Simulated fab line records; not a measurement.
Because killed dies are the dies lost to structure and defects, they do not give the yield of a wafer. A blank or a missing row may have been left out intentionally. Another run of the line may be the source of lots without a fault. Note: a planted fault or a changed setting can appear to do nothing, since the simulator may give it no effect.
Which tool was responsible? | flow nand_harc | 6 lots with 18 wafers sampled at 4 steps, on a route of 1302 steps

== WHAT EACH GAUGE READ, for each wafer ==
NHARC_END_SORT_01.
lot  | measured     | on        | killed_at_periphery
L598 | day 24 23:22 | prober-01 | 10 6 12
L601 | day 27 17:07 | prober-01 | 4 5 3
L606 | day 28 14:54 | prober-02 | 3 6 10
L607 | day 29 21:49 | prober-01 | 1 2 5
L610 | day 30 09:19 | prober-02 | 4 6 0
L616 | day 32 23:50 | prober-02 | 641 637 631

== TOOL THAT RAN EACH LOT (tool first, then ch and the chambers of the sampled wafers, then the start) ==
lot  | NHARC_P_CONTACT_CMP_01        | NHARC_P_CONTACT_ETCH_18                       | NHARC_P_CONTACT_ALD_22
L598 | cmp-01 ch 0,1,2, day 7 02:32  | rie_diel-13 ch 1,2, day 7 05:20 or earlier    | ald_metal-03 ch 1,2,3, day 7 05:20
L601 | cmp-04 ch 1,2,3, day 8 12:01  | rie_diel-13 ch 1,2,3, day 8 14:42 or earlier  | ald_metal-03 ch 0,1,2, day 8 14:42
L606 | cmp-04 ch 1,2,3, day 10 10:53 | rie_diel-03 ch 0,1,3, day 10 13:44 or earlier | ald_metal-02 ch 0,1,2, day 10 13:44
L607 | cmp-01 ch 1,2, day 10 21:41   | rie_diel-02 ch 0,1, day 11 00:29 or earlier   | ald_metal-04 ch 1,2, day 11 00:29
L610 | cmp-03 ch 1,2,3, day 12 07:04 | rie_diel-03 ch 0,1,3, day 12 09:52 or earlier | ald_metal-03 ch 2,3, day 12 09:52
L616 | cmp-03 ch 1,2,3, day 14 11:42 | rie_diel-02 ch 0,1, day 14 14:25 or earlier   | ald_metal-03 ch 0,1,3, day 14 14:25
- NHARC_P_CONTACT_CMP_01: polishes SiO2, target thk 200 nm.
- NHARC_P_CONTACT_ETCH_18: etches the open film in C4F8/O2/Ar, target depth 481 nm, time 240.5 s.
- NHARC_P_CONTACT_ALD_22: deposits TiN, target thk 3 nm, pulse time 1 s, ald cycles 150.

== THE ANSWER, worked out from the rows above alone ==
Rule: usual is defined by the lots themselves. The widest of any qualifying gaps counts: lots, ordered by their means at a reading, are off when they make up no more than a third of the lots, leave a main group of 4 or more, and stand apart from it by 3 or more times the standard deviation of that group's means. The tables above print the reading to a certain number of digits; a main group whose means all agree to those digits is not used. Also off: a lot with no number at a reading for which 4 or more lots have one. All remaining lots with rows at the step are treated as sound.
Off: L616, at NHARC_END_SORT_01 (killed_at_periphery). Main group: mean 5.1, sd 2.4.
If a tool, at a process step before that reading, ran all the lots that are off and no sound lot after the first of them, it fits. Those tools and the gauges at NHARC_END_SORT_01 are tried in the same way. NHARC_P_CONTACT_ETCH_18: start missing for some lots; hours and lot order therefore follow NHARC_P_CONTACT_ALD_22. Can't be told from this: 4 tools fit, cmp-03 at NHARC_P_CONTACT_CMP_01, rie_diel-02 at NHARC_P_CONTACT_ETCH_18, ald_metal-03 at NHARC_P_CONTACT_ALD_22, prober-02 at NHARC_END_SORT_01.

== WHAT THE SIMULATOR HAD INSERTED ==
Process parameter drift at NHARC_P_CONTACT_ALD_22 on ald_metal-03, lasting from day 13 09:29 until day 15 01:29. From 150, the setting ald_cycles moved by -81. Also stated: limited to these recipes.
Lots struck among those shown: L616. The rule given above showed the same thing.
